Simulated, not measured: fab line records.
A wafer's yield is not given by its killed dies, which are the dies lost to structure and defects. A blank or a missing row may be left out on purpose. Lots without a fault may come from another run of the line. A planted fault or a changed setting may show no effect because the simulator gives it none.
Split-lot trial    flow n5-finfet    route with 1938 steps; 7 lots, 21 wafers read

THE SPLIT
At N5_BEOL_M5_ETCH_72 (etches underlayer in N2/H2, target depth 6.5 nm, time 5.2 s), the setting source-w was moved away from the recipe's 840 W on 8 of the 21 wafers read, by -11.8% to +14.5%. This setting was run at the recipe's value on the other wafers.

Reading taken at the split's own step.

THE READING
rf-vpp-V, in V, at N5_BEOL_M5_ETCH_72 (etches underlayer in N2/H2, target depth 6.5 nm, time 5.2 s). A value of 523.8 V with a standard deviation of 2.8 V is what fault-free wafers of this fab line usually give.

wafer   tool, chamber at the split  source-w as run, W  against the recipe  rf-vpp-V, V  against lot-mates on the recipe
L076.1  rie-diel-01, 2              840                 recipe              520.0        -
L076.5  rie-diel-01, 3              740.5               -11.8%              543.4        +23.4
L076.6  rie-diel-01, 2              740.5               -11.8%              543.8        +23.8
L078.2  rie-diel-01, 0              761.1               -9.4%               544.5        +21.6
L078.3  rie-diel-01, 1              840                 recipe              522.0        -
L078.5  rie-diel-01, 3              840                 recipe              523.8        -
L087.1  rie-diel-01, 3              961.5               +14.5%              501.4        no lot-mate on the recipe
L087.5  rie-diel-01, 0              961.5               +14.5%              502.9        no lot-mate on the recipe
L087.6  rie-diel-01, 3              961.5               +14.5%              497.7        no lot-mate on the recipe
L088.1  rie-diel-06, 1              840                 recipe              524.9        -
L088.3  rie-diel-06, 0              840                 recipe              520.6        -
L088.6  rie-diel-06, 0              903                 +7.5%               509.8        -12.9
L089.4  rie-diel-03, 1              840                 recipe              527.4        -
L089.5  rie-diel-03, 1              840                 recipe              526.8        -
L089.6  rie-diel-03, 0              840                 recipe              526.8        -
L091.1  rie-diel-06, 2              840                 recipe              523.7        -
L091.4  rie-diel-06, 1              919                 +9.4%               511.6        -10.9
L091.6  rie-diel-06, 2              840                 recipe              521.2        -
L094.2  rie-diel-01, 3              840                 recipe              524.1        -
L094.5  rie-diel-01, 0              840                 recipe              525.7        -
L094.6  rie-diel-01, 1              840                 recipe              524.2        -

THE FIT
A straight line over all 21 wafers: rf-vpp-V changes by -1.67 V for each +1% of source-w; r = -0.98; the points scatter about the line by 2.5 V.
The same after taking each lot's own level away (the mean of its wafers on the recipe; 18 wafers): -1.85 V for each +1%; r = -0.98; scatter 2.1 V.
The reading moves by 27 V for the largest change in source-w, on that fit.
From 520.00 to 527.00 V: that is the span of the lots' own levels, equal to 2.5 times the standard deviation above.
The two slopes are in agreement: the lot-to-lot level therefore moves the slope only a little.
Check: for one of the wafers moved furthest among these (-11.8%), held out of the fit, the line's prediction against its lot-mates is +22.4 V. Against them it came out at +23.4 V.
Tool readings at the split's step, against how far the setting was moved: etch-rf-on-time-s r = -0.93; rf-vpp-V r = -0.98.

THE OTHER SPLITS THESE WAFERS WENT THROUGH
Other splits were also applied to these wafers ahead of the reading. Each is held against what the fit with the lots' levels taken away leaves over:
other split on the same wafers      wafers away from the commonest value  r with rf-vpp-V (lot level and that fit taken away)
N5_BEOL_M4_ETCH_64 bias-w           8                                     -0.14
N5_BEOL_M4_COAT_67 spin-rpm         10                                    +0.25
N5_BEOL_M4_TRENCH_ETCH_37 source-w  12                                    -0.03

THE WHOLE CHAIN: every reading that the file lists as answering this split, in the file's order
step                what it does                                                 reading            change (the file's fit)               r (the file's)
N5_BEOL_M5_ETCH_72  etches underlayer in N2/H2, target depth 6.5 nm, time 5.2 s  etch-rf-on-time-s  withheld for each +1% of the setting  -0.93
N5_BEOL_M5_ETCH_72  etches underlayer in N2/H2, target depth 6.5 nm, time 5.2 s  rf-vpp-V           -1.82 V for each +1% of the setting   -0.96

THE FILE'S OWN FIT
rf-vpp-V changes by -1.82 V for each +1% of source-w, r = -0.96.
